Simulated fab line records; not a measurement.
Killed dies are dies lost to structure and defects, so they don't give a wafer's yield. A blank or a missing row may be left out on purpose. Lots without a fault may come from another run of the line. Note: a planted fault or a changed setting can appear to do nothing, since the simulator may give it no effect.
Matching of chambers -- flow n5Finfet -- N5_BEOL_M0_SAQP_SPACER1_ALD_98 on aldSin-03: 4 sister chambers
The step deposits SiO2, target thk 12.8 nm, pulse time 1 s, purge time 2 s. 14 wafers are shown with their chamber, then 7 later ones without.

WAFERS, EACH WITH ITS CHAMBER
wafer,chamber,heaterPowerW (W),precursorPulseHeightRel
L526.2,1,514,0.995
L526.3,2,440,1.048
L526.6,1,503,1.003
L533.1,2,441,0.990
L533.3,1,521,0.963
L533.6,1,499,0.988
L534.3,2,446,0.998
L534.5,0,440,1.000
L534.6,1,509,1.018
L535.1,2,463,1.008
L535.2,1,496,1.018
L535.6,0,458,0.986
L536.1,2,459,1.023
L536.4,3,513,1.002

SIGNATURES (means of the wafers above)
reading,chamber 0,chamber 1,chamber 2,chamber 3,scatter within a chamber
heaterPowerW,449.00,507.00,449.80,513.00,10.3
precursorPulseHeightRel,0.99300,0.99750,1.01340,1.00200,0.0209
Rule: a wafer lies at a distance from a chamber equal to the root of the sum of squares, over the readings, of (its reading less the chamber's mean, divided by the reading's scatter). The wafer belongs to the nearest chamber; if the next one is less than 2 further off, it can't be placed. The scatter is the square root of a quotient: the sum, over the shown wafers, of each reading's squared deviation from its chamber's mean, divided by wafers minus chambers.

WAFERS WITHOUT THEIR CHAMBER
wafer,heaterPowerW (W),precursorPulseHeightRel
L536.5,456,0.962
L537.1,435,1.006
L537.3,509,1.010
L537.6,509,0.993
L549.3,508,1.004
L549.5,502,1.000
L549.6,431,1.009

WHICH CHAMBER EACH ONE RAN IN
wafer,from the rows above,in truth
L536.5,can't be placed: 0 or 2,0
L537.1,can't be placed: 2 or 0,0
L537.3,can't be placed: 3 or 1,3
L537.6,can't be placed: 1 or 3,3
L549.3,can't be placed: 1 or 3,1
L549.5,can't be placed: 1 or 3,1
L549.6,can't be placed: 2 or 0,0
Correct placement for 0 of the 7. These rows do not allow placing 7 (true chamber among the candidates in 7). Wrongly placed: 0.
